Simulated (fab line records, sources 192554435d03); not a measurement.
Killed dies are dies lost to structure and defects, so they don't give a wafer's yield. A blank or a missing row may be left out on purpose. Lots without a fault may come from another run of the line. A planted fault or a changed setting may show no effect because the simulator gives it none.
A struck lot beside a sound one | flow n5_finfet | 16 steps out of a route of 1938
Sound: wafers L997.1, L997.2, L997.4. Struck: wafer L113.1. (L113.5 of the same lot was not struck and is left out.) The cause comes at the end.
At each step with rows: each side's tool, then ch and its chambers, then its first start. Under that, the readings that differ: sound wafers | struck wafers | difference of the means | sigmas: that difference in standard deviations of wafers without a fault.
alike: readings whose means differ by less than 2 such deviations, and words and numbers that are the same on both sides. not compared: withheld readings, readings that some wafer has no value for, bounds like >300 that may hide the same value, and numbers for which the record gives no deviation and whose values overlap.
The two part at a step that has a row with sigmas, a row that says differs or no value, or rows on one side only. Numbers that don't overlap but have no deviation are shown without sigmas and don't part them. A reading that every wafer of one side lacks parts them only if that side has two wafers or more.

first, 4 steps without rows for these wafers: N5_HKMG_FIN_SOFTBAKE_07 (time 60 s); N5_HKMG_FIN_EXPOSE_09 (exposes mask NWFM); N5_HKMG_FIN_PEB_10 (peb time 60 s); N5_HKMG_FIN_DEVELOP_11 (develop time 30 s).
N5_HKMG_FIN_CD_MEAS_12: target cd 92.8 nm.
  sound on cd_sem-03 ch 0, day 4 04:51; struck on cd_sem-02 ch 0, day 8 04:37
  alike: cd_nm
N5_HKMG_FIN_OVL_MEAS_13:
  sound on overlay-02 ch 0, day 4 04:53; struck on overlay-02 ch 0, day 8 04:39
  alike: NWFM_OVL
N5_HKMG_FIN_INSPECT_14: inspects for defects (macro).
  sound on defect_inspect-02, day 4 04:54; struck on defect_inspect-02, day 8 04:40
  alike: raw_defect_count
N5_HKMG_FIN_DESCUM_17: chemistry O2, time 7.9 s.
  sound on rie_diel-06 ch 0,1,2, day 4 04:56; struck on rie_diel-06 ch 2, day 8 04:43
  alike: drypump_motor_current_A, oes_product_au, rf_vpp_V, showerhead_plenum_p_Torr, throttle_valve_pct
  not compared: rf_hours_counter_h
N5_HKMG_FIN_ETCH_31: etches SiARC in CF4, target depth 45.5 nm, time 75.8 s.
  sound on rie_diel-06 ch 0,1,2, day 4 04:58; struck on rie_diel-06 ch 2, day 8 04:44
  alike: bias_w, drypump_motor_current_A, etch_rf_on_time_s, oes_product_au, rf_vpp_V, showerhead_plenum_p_Torr, throttle_valve_pct
  not compared: rf_hours_counter_h
N5_HKMG_FIN_ETCH_32: etches SOC in N2/H2, target depth 240 nm, time 300 s.
  sound on rie_diel-06 ch 0,1,2, day 4 05:02; struck on rie_diel-06 ch 2, day 8 04:48
  alike: bias_w, drypump_motor_current_A, oes_product_au, rf_vpp_V, run_length_s, showerhead_plenum_p_Torr, throttle_valve_pct
  not compared: rf_hours_counter_h
then, 1 step without rows for these wafers: N5_HKMG_FIN_STRIP_33 (strips in N2/H2).
N5_HKMG_FIN_STRIP_34: strips in CF4.
  sound on rie_diel-06 ch 0,1,2, day 4 05:13; struck on rie_diel-06 ch 2, day 8 04:59
  alike: drypump_motor_current_A, oes_product_au, rf_vpp_V, showerhead_plenum_p_Torr, throttle_valve_pct
  not compared: rf_hours_counter_h
N5_HKMG_FIN_ETCH_35: etches SOC in N2/H2, target depth 215.8 nm, time 243.4 s.
  sound on rie_diel-06 ch 0,1,2, day 4 05:14; struck on rie_diel-06 ch 2, day 8 05:01
  reading                                   | sound             | struck | difference | sigmas
  run_length_s (s)                          | 266.6 266.1 267.3 | 329.2  | +62.5      | +99 or more
  model.etch.depth_nm (nm)                  | 216.8 213.2 228.6 | 266.5  | +47.0      |
  model.SOC_of_HKMG_FIN_COAT_29.thk_nm (nm) | 81.6 85.6 70.2    | 33.6   | -45.5      |
  model.HKMG_FIN.feature_depth_nm (nm)      | 216.8 213.2 228.6 | 266.4  | +46.9      |
  alike: bias_w, drypump_motor_current_A, oes_product_au, rf_vpp_V, showerhead_plenum_p_Torr, throttle_valve_pct
  not compared: rf_hours_counter_h
N5_HKMG_FIN_STRIP_92: strips SOC in N2/H2, time 20 s.
  sound on rie_diel-06 ch 0,1,2, day 4 05:23; struck on rie_diel-06 ch 2, day 8 05:10
  reading                                   | sound          | struck | difference | sigmas
  rf_vpp_V (V)                              | 54.1 53.3 52.9 | 55.3   | +1.9       | +2
  model.SOC_of_HKMG_FIN_COAT_29.thk_nm (nm) | 71.6 75.6 59.4 | 23.8   | -45.1      |
  alike: drypump_motor_current_A, oes_product_au, showerhead_plenum_p_Torr, throttle_valve_pct
  not compared: rf_hours_counter_h
then, 1 step without rows for these wafers: N5_HKMG_FIN_WET_ETCH_18 (etches TiN in SC1, time 55 s, target depth 5.2 nm, rinse time 30 s).
-- the record jumps here: 4 days lie between the struck wafers' starts before and after (it left off in module HKMG_FIN and takes up again in module BEOL_M4, whose first step shown is number 1111 of the route) --
N5_BEOL_M4_RC_MEAS_101:
  sound on prober-01 ch 0, day 7 17:04; struck on prober-01 ch 0, day 12 05:53
  alike: DIBL_N, DIBL_P, IOFF_N, IOFF_P, ION_N, ION_P, SS_N, SS_P, VT_N, VT_P

WHERE THEY PART
First at N5_HKMG_FIN_ETCH_35; last, within this record, at N5_HKMG_FIN_STRIP_92. Later steps at which nothing parts them and some readings are alike: N5_BEOL_M4_RC_MEAS_101.

WHY: what the simulator had put in
Process parameter drift: rie_diel-06, from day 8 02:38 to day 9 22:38, at N5_HKMG_FIN_ETCH_35. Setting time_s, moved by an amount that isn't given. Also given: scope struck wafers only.
